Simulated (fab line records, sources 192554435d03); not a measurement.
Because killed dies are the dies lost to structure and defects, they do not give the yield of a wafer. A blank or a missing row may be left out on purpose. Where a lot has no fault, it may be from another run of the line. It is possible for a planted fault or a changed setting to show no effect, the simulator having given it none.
fab line records / flow n5Finfet
record: lots: 4 wafers: 12 lastDay: 17
route steps=1938 shown BEOL_M10@1529 BEOL_M11@1536 PASSIVATION@1936
lots that met no fault: from a run of the same line without faults
startH: hours from the record's first day to the start of the lot's first wafer shown / waitH: time in hours since the lot's previous step / " unchanged from the row above / L1.1+2: a single row standing in for several wafers / - value missing, or start not given / * or withheld: withheld / < > ~ a bound
route shown NAME@n: NAME is a module with steps in the file, n the number in the route of the first one / usual: mean and standard deviation over wafers with no fault / same: alike in all rows / chamber/n: place in a boat / sites: each site's reading / _std_site: how widely they spread, as a standard deviation / _edge_site: inner sites' mean taken away from outer sites' mean / radiusMm: for every site, how far away it sits from the centre of the wafer / mask NAME#n: copy n / behind: the most recent tool/chamber to have shaped the wafer / hold: the reason the lot was held/the length of the hold in hours/how it ended / device: the n, p or np transistor that did not switch / end of line: tests run on the same wafers once the route is complete / a step given without rows: its recipe and nothing more / killed: not the wafer's yield, but the dies lost to structure and defects at the first sort / map: the dies of a wafer, with x for killed, . for not killed, _ for no die there
set.NAME: setting as actually run; set.NAME@STEP: the setting as run at that earlier step / model.NAME: the simulator's own value behind a step, which no gauge read
lots at some steps of the route; a table a step, a row a wafer
services: from which hour (startH, from the record's first day; less than 0 if before it) a tool's chamber was out of use, for how many hours, and why
== steps ==
step: N5_BEOL_M10_ANNEAL_51
recipe: tempC: 225 timeS: 90 ambient: N2
step: N5_BEOL_M10_CMP_52
recipe: stopOn: SiCOH_lowk tOverpolishS: 7 downForcePsi: 1 platenRpm: 50 clearingPlatenDownForcePsi: 1.5 clearingPlatenRpm: 50 postCmpClean: cuAlkaline targetThkNm: 140 clearingPlatenPadVelocityMS: 0.99484 padVelocityMS: 0.99484
step: N5_BEOL_M10_PRE_CLEAN_55
recipe: gas: NH3 timeS: 15 tempC: withheld rfPowerW: 300
step: N5_BEOL_M10_DEP_56
recipe: material: SiCN targetThkA: 150 tempC: withheld precursor: 3MS/NH3 pressureTorr: 3 rfW: 202 timeS: 26.5
step: N5_BEOL_M11_ILD_DEP_00
recipe: material: SiCOH_lowk targetThkA: 3085.1 tempC: 300 precursor: DEMS/porogen pressureTorr: 5 rfW: 500 timeS: 58
step: N5_BEOL_M11_CURE_71
recipe: tempC: 385 timeS: 240 ambient: He/Ar material: SiCOH_lowk
step: N5_BEOL_M11_PECVD_70
recipe: material: SiO2 targetThkA: 200 tempC: 400 precursor: TEOS/O2 pressureTorr: 5.5 rfW: 450 teosFlowSccm: 53.8 gas: O2 flowSccm: 3000 timeS: 22.7
step: N5_BEOL_M11_HM_DEP_02
recipe: material: TiN targetThkA: 200 tempC: 25 chamberPressurePa: 0.49996
step: N5_BEOL_M11_COAT_59
recipe: resist: SOC tempC: 250 timeS: 60 spinRpm: 1500 resistThkNm: 100
usual: spinSpeedRpm: 1500.0/0.93
lot.wafer=L647.1 tool=lithoTrack-02 chamber=0 startH=262.69 waitH=0.1 spinSpeedRpm=1180.2 model.SOC_of_BEOL_M11_COAT_59.thkNm=112
lot.wafer=L647.3 tool=lithoTrack-02 chamber=0 startH=262.69 waitH=0.1 spinSpeedRpm=1181.9 model.SOC_of_BEOL_M11_COAT_59.thkNm=112.4
lot.wafer=L647.5 tool=lithoTrack-02 chamber=0 startH=262.69 waitH=0.1 spinSpeedRpm=1180.0 model.SOC_of_BEOL_M11_COAT_59.thkNm=112
lot.wafer=L650.2 tool=lithoTrack-02 chamber=0 startH=278.39 waitH=0.1 spinSpeedRpm=1181.4 model.SOC_of_BEOL_M11_COAT_59.thkNm=112.8
lot.wafer=L650.4 tool=lithoTrack-02 chamber=0 startH=278.39 waitH=0.1 spinSpeedRpm=1181.5 model.SOC_of_BEOL_M11_COAT_59.thkNm=112.6
lot.wafer=L650.5 tool=lithoTrack-02 chamber=0 startH=278.39 waitH=0.1 spinSpeedRpm=1181.9 model.SOC_of_BEOL_M11_COAT_59.thkNm=112.6
lot.wafer=L656.2 tool=lithoTrack-05 chamber=0 startH=320.55 waitH=0.1 spinSpeedRpm=1499.6 model.SOC_of_BEOL_M11_COAT_59.thkNm=100.2
lot.wafer=L656.3 tool=lithoTrack-05 chamber=0 startH=320.55 waitH=0.1 spinSpeedRpm=1500.5 model.SOC_of_BEOL_M11_COAT_59.thkNm=99.8
lot.wafer=L656.6 tool=lithoTrack-05 chamber=0 startH=320.55 waitH=0.1 spinSpeedRpm=1500.1 model.SOC_of_BEOL_M11_COAT_59.thkNm=100
lot.wafer=L664.3 tool=lithoTrack-02 chamber=0 startH=366.00 waitH=0.1 spinSpeedRpm=1500.8 model.SOC_of_BEOL_M11_COAT_59.thkNm=100
lot.wafer=L664.5 tool=lithoTrack-02 chamber=0 startH=366.00 waitH=0.1 spinSpeedRpm=1501.0 model.SOC_of_BEOL_M11_COAT_59.thkNm=99.8
lot.wafer=L664.6 tool=lithoTrack-02 chamber=0 startH=366.00 waitH=0.1 spinSpeedRpm=1501.0 model.SOC_of_BEOL_M11_COAT_59.thkNm=100.2
step: N5_BEOL_M11_COAT_60
recipe: resist: SiARC tempC: 220 timeS: 60 spinRpm: 1500 resistThkNm: 30
step: N5_BEOL_M11_COAT_05
recipe: resist: CAR-ArF spinRpm: 1500 resistThkNm: 90
step: N5_BEOL_M11_EBR_07
recipe: solvent: PGMEA ebrWidthMm: 1.5
step: N5_BEOL_M11_SOFTBAKE_06
recipe: tempC: 110 timeS: 60 resist: CAR-ArF
step: N5_BEOL_M11_EXPOSE_08
recipe: maskId: M11 na: 1.35 sourceShape: dipole sigmaInner: 0.411 sigmaOuter: 0.611 polarization: te doseMj: 53.75
step: N5_BEOL_M11_PEB_09
recipe: pebTempC: withheld pebTimeS: 60 resist: CAR-ArF
step: N5_BEOL_M11_DEVELOP_10
recipe: developTimeS: 30 developer: TMAH resist: CAR-ArF rinseLiquid: diw dry: airSpin devTempC: 23
step: N5_BEOL_M11_DESCUM_16
recipe: chemistry: O2 timeS: 7.9 sourcePowerW: 50 biasPowerW: 20 pressureMtorr: 20 rfFrequencyHz: 2.712e+07 tempC: 40 resist: CAR-ArF o2FlowSccm: 225
step: N5_BEOL_M11_ETCH_61
recipe: chemistry: CF4 target: SiARC targetDepthA: 390 maskMaterial: CAR-ArF timeS: 65 ionEnergyEv: 80 pressureMtorr: 40 sourceW: 545 biasW: 36 Ar_flow_sccm: 100 cf4FlowSccm: 100 ends: cleared
step: N5_BEOL_M11_ETCH_62
recipe: chemistry: N2/H2 target: SOC targetDepthA: 1100 overetchA: 220 maskMaterial: SiARC tempC: 40 timeS: 165 ionEnergyEv: 200 pressureMtorr: 30 sourceW: 840 biasW: 150 n2FlowSccm: 200 h2FlowSccm: 200
usual: drypumpMotorCurrentA: 5.7/0.49 oesProductAu: 0.67/0.076 rfFwdPowerW: 837.4/2.7 rfVppV: 524/3.1 showerheadPlenumPTorr: 2.55/0.1 tempC: 39.99/0.11 throttleValvePct: 17.87/0.27
lot.wafer=L647.1 tool=rieDiel-04 chamber=1 startH=263.40 waitH=0.1 drypumpMotorCurrentA=5.4 oesProductAu=0.63 rfFwdPowerW=842.2 rfHoursCounterH=249 rfVppV=527 showerheadPlenumPTorr=2.61 tempC=39.96 throttleValvePct=18.51 model.etch.depthNm=112
lot.wafer=L647.3 tool=rieDiel-04 chamber=1 startH=263.40 waitH=0.1 drypumpMotorCurrentA=5.5 oesProductAu=0.62 rfFwdPowerW=839.4 rfHoursCounterH=- rfVppV=526 showerheadPlenumPTorr=2.61 tempC=40.13 throttleValvePct=18.52 model.etch.depthNm=112.4
lot.wafer=L647.5 tool=rieDiel-04 chamber=1 startH=263.40 waitH=0.1 drypumpMotorCurrentA=5.4 oesProductAu=0.62 rfFwdPowerW=839.1 rfHoursCounterH=- rfVppV=525 showerheadPlenumPTorr=2.61 tempC=39.97 throttleValvePct=18.51 model.etch.depthNm=112
lot.wafer=L650.2 tool=rieDiel-06 chamber=1 startH=279.29 waitH=0.0 drypumpMotorCurrentA=5.5 oesProductAu=0.68 rfFwdPowerW=833.4 rfHoursCounterH=157 rfVppV=519 showerheadPlenumPTorr=2.36 tempC=40.09 throttleValvePct=17.89 model.etch.depthNm=112.8
lot.wafer=L650.4 tool=rieDiel-06 chamber=2 startH=279.29 waitH=0.0 drypumpMotorCurrentA=4.8 oesProductAu=0.79 rfFwdPowerW=834.3 rfHoursCounterH=42 rfVppV=528 showerheadPlenumPTorr=2.70 tempC=40.09 throttleValvePct=17.66 model.etch.depthNm=112.6
lot.wafer=L650.5 tool=rieDiel-06 chamber=1 startH=279.29 waitH=0.0 drypumpMotorCurrentA=5.5 oesProductAu=0.67 rfFwdPowerW=835.6 rfHoursCounterH=- rfVppV=519 showerheadPlenumPTorr=2.36 tempC=39.83 throttleValvePct=17.90 model.etch.depthNm=112.5
lot.wafer=L656.2 tool=rieDiel-06 chamber=2 startH=321.32 waitH=0.0 drypumpMotorCurrentA=4.8 oesProductAu=0.72 rfFwdPowerW=839.7 rfHoursCounterH=57 rfVppV=528 showerheadPlenumPTorr=2.69 tempC=40.02 throttleValvePct=17.70 model.etch.depthNm=100.3
lot.wafer=L656.3 tool=rieDiel-06 chamber=3 startH=321.32 waitH=0.0 drypumpMotorCurrentA=6.2 oesProductAu=0.76 rfFwdPowerW=836.9 rfHoursCounterH=22 rfVppV=522 showerheadPlenumPTorr=2.48 tempC=40.09 throttleValvePct=17.56 model.etch.depthNm=99.86
lot.wafer=L656.6 tool=rieDiel-06 chamber=1 startH=321.32 waitH=0.0 drypumpMotorCurrentA=5.5 oesProductAu=0.62 rfFwdPowerW=833.6 rfHoursCounterH=- rfVppV=519 showerheadPlenumPTorr=2.35 tempC=39.99 throttleValvePct=17.92 model.etch.depthNm=100
lot.wafer=L664.3 tool=rieDiel-04 chamber=0 startH=366.54 waitH=0.0 drypumpMotorCurrentA=5.3 oesProductAu=0.60 rfFwdPowerW=832.6 rfHoursCounterH=237 rfVppV=526 showerheadPlenumPTorr=2.60 tempC=40.03 throttleValvePct=17.91 model.etch.depthNm=100.1
lot.wafer=L664.5 tool=rieDiel-04 chamber=2 startH=366.54 waitH=0.0 drypumpMotorCurrentA=5.9 oesProductAu=0.67 rfFwdPowerW=841.4 rfHoursCounterH=- rfVppV=524 showerheadPlenumPTorr=2.54 tempC=40.03 throttleValvePct=17.61 model.etch.depthNm=99.9
lot.wafer=L664.6 tool=rieDiel-04 chamber=1 startH=366.54 waitH=0.0 drypumpMotorCurrentA=5.4 oesProductAu=0.79 rfFwdPowerW=840.3 rfHoursCounterH=- rfVppV=527 showerheadPlenumPTorr=2.61 tempC=40.04 throttleValvePct=18.19 model.etch.depthNm=100.2
step: N5_BEOL_M11_STRIP_68
recipe: chemistry: N2/H2 tempC: 40 n2FlowSccm: 200 h2FlowSccm: 200 rfFrequencyHz: 6e+07
step: N5_BEOL_M11_STRIP_67
recipe: chemistry: CF4 resist: SiARC powerW: 300 biasPowerW: 75 pressureMtorr: 50 cf4FlowSccm: 150 rfFrequencyHz: 6e+07
step: N5_BEOL_M11_HM_OPEN_17
recipe: chemistry: Cl2/BCl3 targetDepthA: 200 overetchA: 60 target: TiN maskMaterial: SOC ionEnergyEv: 150 pressureMtorr: 10 icpW: 1000 biasW: 126 Cl2_flow_sccm: 53.25 bcl3FlowSccm: 21.75 Ar_flow_sccm: 25
usual: drypumpMotorCurrentA: 5.9/0.37 oesProductAu: 0.63/0.078 rfFwdPowerW: 992/3.9 throttleValvePct: 22.23/0.23
lot.wafer=L647.1 tool=rieMetal-01 chamber=1 startH=263.85 waitH=0.2 drypumpMotorCurrentA=5.9 oesProductAu=0.59 rfFwdPowerW=989 rfHoursCounterH=82 throttleValvePct=21.99 model.SOC_of_BEOL_M11_COAT_59.thkNm=103.6
lot.wafer=L647.3 tool=rieMetal-01 chamber=0 startH=263.85 waitH=0.2 drypumpMotorCurrentA=6.1 oesProductAu=0.53 rfFwdPowerW=993 rfHoursCounterH=- throttleValvePct=22.49 model.SOC_of_BEOL_M11_COAT_59.thkNm=104.8
lot.wafer=L647.5 tool=rieMetal-01 chamber=0 startH=263.85 waitH=0.2 drypumpMotorCurrentA=6.1 oesProductAu=0.54 rfFwdPowerW=995 rfHoursCounterH=- throttleValvePct=22.48 model.SOC_of_BEOL_M11_COAT_59.thkNm=104.4
lot.wafer=L650.2 tool=rieMetal-01 chamber=0 startH=279.48 waitH=0.0 drypumpMotorCurrentA=6.1 oesProductAu=0.52 rfFwdPowerW=992 rfHoursCounterH=117 throttleValvePct=22.51 model.SOC_of_BEOL_M11_COAT_59.thkNm=105.2
lot.wafer=L650.4 tool=rieMetal-01 chamber=0 startH=279.48 waitH=0.0 drypumpMotorCurrentA=6.1 oesProductAu=0.52 rfFwdPowerW=996 rfHoursCounterH=- throttleValvePct=22.53 model.SOC_of_BEOL_M11_COAT_59.thkNm=105
lot.wafer=L650.5 tool=rieMetal-01 chamber=0 startH=279.48 waitH=0.0 drypumpMotorCurrentA=6.1 oesProductAu=0.52 rfFwdPowerW=995 rfHoursCounterH=- throttleValvePct=22.53 model.SOC_of_BEOL_M11_COAT_59.thkNm=104.8
lot.wafer=L656.2 tool=rieMetal-03 chamber=0 startH=321.51 waitH=0.0 drypumpMotorCurrentA=5.9 oesProductAu=0.67 rfFwdPowerW=989 rfHoursCounterH=40 throttleValvePct=22.38 model.SOC_of_BEOL_M11_COAT_59.thkNm=92.6
lot.wafer=L656.3 tool=rieMetal-03 chamber=1 startH=321.51 waitH=0.0 drypumpMotorCurrentA=6.4 oesProductAu=0.58 rfFwdPowerW=997 rfHoursCounterH=- throttleValvePct=22.36 model.SOC_of_BEOL_M11_COAT_59.thkNm=92
lot.wafer=L656.6 tool=rieMetal-03 chamber=0 startH=321.51 waitH=0.0 drypumpMotorCurrentA=5.9 oesProductAu=0.67 rfFwdPowerW=988 rfHoursCounterH=- throttleValvePct=22.37 model.SOC_of_BEOL_M11_COAT_59.thkNm=92.2
lot.wafer=L664.3 tool=rieMetal-02 chamber=0 startH=366.76 waitH=0.1 drypumpMotorCurrentA=5.7 oesProductAu=0.74 rfFwdPowerW=993 rfHoursCounterH=- throttleValvePct=22.01 model.SOC_of_BEOL_M11_COAT_59.thkNm=91.8
lot.wafer=L664.5 tool=rieMetal-02 chamber=1 startH=366.76 waitH=0.1 drypumpMotorCurrentA=5.1 oesProductAu=0.58 rfFwdPowerW=983 rfHoursCounterH=- throttleValvePct=22.57 model.SOC_of_BEOL_M11_COAT_59.thkNm=92
lot.wafer=L664.6 tool=rieMetal-02 chamber=0 startH=366.76 waitH=0.1 drypumpMotorCurrentA=5.7 oesProductAu=0.74 rfFwdPowerW=994 rfHoursCounterH=- throttleValvePct=21.99 model.SOC_of_BEOL_M11_COAT_59.thkNm=92
step: N5_BEOL_M11_STRIP_19
recipe: chemistry: O2 powerW: 400 tempC: 40 pressureMtorr: 30 rfFrequencyHz: 6e+07 biasPowerW: 0 overashFraction: 0.2 o2FlowSccm: 225
step: N5_PASSIVATION_PROBE_49
usual: defectLimitedYield: 91.3/1.3 killed_at_M0_to_M3: 35/9.3 killed_at_M4_up: 14/5.2 killedAtContacts: 12/5.9 killedAtFrontEnd: 38/11 killedAtOther: 4/3.7 killedDies: 103/15 killedOpen: 67/12 killedShort: 34/8 sort_bin_5_function: 5.1/0.88 sort_bin_6_memory: 3.3/0.65 sortNPass: 1077/15 sortYieldPct: 91.3/1.3
same: grossDies: 1180 killedAtBackSide: 0 sort_bin_4_leakage[%]: 0 sort_bin_8_speed[%]: 0
lot.wafer=L664.3 tool=prober-02 chamber=- startH=414.57 waitH=0.1 defectLimitedYield[%]=92.6 killed_at_M0_to_M3=20 killed_at_M4_up=12 killedAtContacts=16 killedAtFrontEnd=39 killedAtOther=0 killedDies=87 killedOpen=63 killedShort=24 sort_bin_5_function[%]=3.7 sort_bin_6_memory[%]=3.5 sortNPass=1093 sortYieldPct[%]=92.6
lot.wafer=L664.5 tool=prober-02 chamber=- startH=414.67 waitH=0.2 defectLimitedYield[%]=93.1 killed_at_M0_to_M3=27 killed_at_M4_up=14 killedAtContacts=10 killedAtFrontEnd=28 killedAtOther=2 killedDies=81 killedOpen=53 killedShort=26 sort_bin_5_function[%]=4.1 sort_bin_6_memory[%]=2.1 sortNPass=1099 sortYieldPct[%]=93.1
lot.wafer=L664.6 tool=prober-02 chamber=- startH=414.72 waitH=0.3 defectLimitedYield[%]=91.2 killed_at_M0_to_M3=29 killed_at_M4_up=11 killedAtContacts=14 killedAtFrontEnd=50 killedAtOther=0 killedDies=104 killedOpen=73 killedShort=31 sort_bin_5_function[%]=4.7 sort_bin_6_memory[%]=4.0 sortNPass=1076 sortYieldPct[%]=91.2
killed by level:class
L664.3 FIN_SAQP:geometricParticle:short=11 MOL_CONTACT_COAG:geometricParticle:open=11 BEOL_M2:geometricParticle:open=8 STI_FIN_REVEAL:geometricParticle:open=6 FIN_SAQP:geometricParticle:open=5 DUMMY_GATE:geometricParticle:open=5 MOL_CONTACT_COAG:geometricParticle:short=5 BEOL_M3:geometricParticle:open=5
L664.5 STI_FIN_REVEAL:geometricParticle:open=9 BEOL_M0_SAQP:geometricParticle:open=8 MOL_CONTACT_COAG:geometricParticle:open=7 BEOL_M0_SAQP:geometricParticle:short=7 FIN_SAQP:geometricParticle:open=4 GATE_CUT:geometricParticle:short=4 BEOL_M2:geometricParticle:open=4 FIN_SAQP:geometricParticle:short=3
L664.6 MOL_CONTACT_COAG:geometricParticle:open=12 STI_FIN_REVEAL:geometricParticle:open=11 BEOL_M0_SAQP:geometricParticle:short=10 FIN_SAQP:geometricParticle:open=9 DUMMY_GATE:geometricParticle:open=7 FIN_SAQP:geometricParticle:short=6 BEOL_M0_SAQP:geometricParticle:open=6 BEOL_M3:geometricParticle:open=6
== services ==
tool=rieMetal-03 chamber=- startH=240.62 hours=28.1 kind=pm
tool=rieMetal-01 chamber=- startH=242.66 hours=2.8 kind=pm
tool=rieDiel-06 chamber=3 startH=242.81 hours=- kind=clean
tool=rieDiel-06 chamber=3 startH=242.81 hours=- kind=consumableReplace:focusRing
tool=rieDiel-06 chamber=3 startH=242.81 hours=17.0 kind=scheduledDown
tool=rieDiel-06 chamber=3 startH=242.81 hours=17.0 kind=ventCycle
tool=rieDiel-04 chamber=3 startH=251.21 hours=- kind=clean
tool=rieDiel-04 chamber=3 startH=251.21 hours=- kind=consumableReplace:focusRing
tool=rieDiel-04 chamber=3 startH=251.21 hours=22.0 kind=scheduledDown
tool=rieDiel-04 chamber=3 startH=251.21 hours=22.0 kind=ventCycle
tool=rieDiel-04 chamber=1 startH=273.24 hours=- kind=clean
tool=rieDiel-04 chamber=1 startH=273.24 hours=- kind=consumableReplace:focusRing
tool=rieDiel-04 chamber=1 startH=273.24 hours=28.3 kind=scheduledDown
tool=rieDiel-04 chamber=1 startH=273.24 hours=28.3 kind=ventCycle
tool=rieMetal-01 chamber=0 startH=283.23 hours=- kind=clean
tool=rieMetal-01 chamber=0 startH=283.23 hours=28.5 kind=scheduledDown
tool=rieMetal-01 chamber=0 startH=283.23 hours=28.5 kind=ventCycle
tool=rieDiel-06 chamber=0 startH=287.07 hours=4.0 kind=repair
tool=rieMetal-01 chamber=- startH=348.39 hours=1.9 kind=repair
tool=rieDiel-04 chamber=1 startH=357.76 hours=5.1 kind=repair
tool=rieMetal-01 chamber=- startH=360.30 hours=5.2 kind=repair
== key ==
firstSign: step: N5_BEOL_M11_COAT_59 reading: spinSpeedRpm direction: down sigmas: 99+ usual: * struck: *
effect none on later readings
modelEffect: step: N5_BEOL_M11_COAT_59 value: SOC_of_BEOL_M11_COAT_59.thkNm without: 99.77 struck: 112.4
modelEffect: step: N5_BEOL_M11_ETCH_62 value: etch.depthNm without: 99.75 struck: 112.4
modelEffect: step: N5_BEOL_M11_HM_OPEN_17 value: SOC_of_BEOL_M11_COAT_59.thkNm without: 91.93 struck: 104.6
metAt N5_BEOL_M11_COAT_59
struckWafers L647.1,L647.3,L647.5,L650.2,L650.4,L650.5
fault: kind: processParameterDrift tool: lithoTrack-02 chamber: - onsetH: 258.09 steps: N5_BEOL_M11_COAT_59 channel: spinRpm offset: * shape: step endH: 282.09 actsIn: * stated: *
